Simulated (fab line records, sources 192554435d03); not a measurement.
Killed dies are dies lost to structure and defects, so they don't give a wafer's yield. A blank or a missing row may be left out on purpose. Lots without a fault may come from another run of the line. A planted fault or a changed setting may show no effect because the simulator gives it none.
Chamber matching | flow n5_finfet | N5_BEOL_M4_STRIP_66 on rie_diel-04: 4 sister chambers
The step strips in CF4. 36 wafers are shown with their chamber, then 12 later ones without.

WAFERS WITH THEIR CHAMBER
wafer  | chamber | drypump_motor_current_A (A) | throttle_valve_pct (%) | showerhead_plenum_p_Torr (Torr)
L076.1 | 2       | 5.7                         | 14.0                   | 1.84
L076.2 | 3       | 5.1                         | 13.6                   | 1.83
L076.3 | 1       | 5.6                         | 13.7                   | 1.68
L076.4 | 2       | 5.7                         | 14.0                   | 1.84
L076.5 | 1       | 5.6                         | 13.7                   | 1.68
L076.6 | 3       | 5.0                         | 13.6                   | 1.83
L075.1 | 1       | 5.6                         | 13.7                   | 1.68
L075.2 | 0       | 6.0                         | 13.1                   | 1.81
L075.5 | 1       | 5.6                         | 13.7                   | 1.68
L077.2 | 1       | 5.6                         | 13.7                   | 1.68
L077.3 | 0       | 6.0                         | 13.1                   | 1.81
L077.4 | 2       | 5.7                         | 14.0                   | 1.84
L078.2 | 0       | 6.1                         | 13.1                   | 1.81
L078.3 | 1       | 5.6                         | 13.7                   | 1.68
L078.4 | 2       | 5.7                         | 14.0                   | 1.84
L084.1 | 3       | 5.1                         | 13.0                   | 1.82
L084.2 | 1       | 5.6                         | 13.2                   | 1.88
L084.3 | 0       | 6.0                         | 13.1                   | 1.80
L084.4 | 0       | 6.0                         | 13.1                   | 1.80
L084.5 | 1       | 5.6                         | 13.2                   | 1.88
L084.6 | 3       | 5.1                         | 13.0                   | 1.82
L085.1 | 1       | 5.6                         | 13.2                   | 1.88
L085.2 | 3       | 5.1                         | 13.0                   | 1.82
L085.3 | 0       | 6.0                         | 13.2                   | 1.80
L085.4 | 0       | 6.0                         | 13.2                   | 1.80
L085.5 | 1       | 5.6                         | 13.2                   | 1.88
L085.6 | 3       | 5.1                         | 13.0                   | 1.82
L086.1 | 3       | 5.1                         | 13.0                   | 1.82
L086.2 | 1       | 5.6                         | 13.2                   | 1.88
L086.6 | 2       | 5.6                         | 13.5                   | 1.83
L087.1 | 3       | 5.0                         | 13.0                   | 1.82
L087.2 | 1       | 5.6                         | 13.2                   | 1.88
L087.4 | 2       | 5.7                         | 13.5                   | 1.83
L088.2 | 3       | 5.1                         | 13.0                   | 1.82
L088.5 | 0       | 6.0                         | 13.2                   | 1.80
L088.6 | 3       | 5.1                         | 13.0                   | 1.82

SIGNATURES (means of the wafers above)
reading                  | chamber 0 | chamber 1 | chamber 2 | chamber 3 | scatter within a chamber
drypump_motor_current_A  | 6.013     | 5.600     | 5.683     | 5.080     | 0.0322
throttle_valve_pct       | 13.137    | 13.450    | 13.833    | 13.120    | 0.229
showerhead_plenum_p_Torr | 1.8037    | 1.7800    | 1.8367    | 1.8220    | 0.0614
Rule: a wafer's distance from a chamber is the root of the sum, over the readings, of the square of ((its reading less the chamber's mean) divided by the reading's scatter). The wafer belongs to the nearest chamber; if the next one is less than 2 further off, it can't be placed. The scatter: the root of (the sum of the squares of (reading less its chamber's mean) over the shown wafers, divided by (wafers less chambers)).

WAFERS WITHOUT THEIR CHAMBER
wafer  | drypump_motor_current_A (A) | throttle_valve_pct (%) | showerhead_plenum_p_Torr (Torr)
L090.1 | 5.0                         | 13.0                   | 1.82
L090.3 | 5.6                         | 13.2                   | 1.88
L090.5 | 5.6                         | 13.2                   | 1.88
L095.1 | 5.6                         | 13.2                   | 1.87
L095.2 | 5.1                         | 13.1                   | 1.81
L095.3 | 5.7                         | 13.5                   | 1.83
L095.4 | 6.0                         | 13.2                   | 1.80
L095.5 | 5.1                         | 13.1                   | 1.81
L095.6 | 6.0                         | 13.2                   | 1.80
L096.2 | 5.0                         | 13.0                   | 1.81
L096.4 | 6.0                         | 13.2                   | 1.80
L096.6 | 5.6                         | 13.2                   | 1.87

WHICH CHAMBER EACH WENT THROUGH
wafer  | from the rows above     | in truth
L090.1 | 3                       | 3
L090.3 | can't be placed: 1 or 2 | 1
L090.5 | can't be placed: 1 or 2 | 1
L095.1 | 1                       | 1
L095.2 | 3                       | 3
L095.3 | can't be placed: 2 or 1 | 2
L095.4 | 0                       | 0
L095.5 | 3                       | 3
L095.6 | 0                       | 0
L096.2 | 3                       | 3
L096.4 | 0                       | 0
L096.6 | 1                       | 1
Placed correctly: 9 of 12. Can't be placed from these rows: 3 (the true chamber is among the candidates in 3). Placed wrongly: 0.
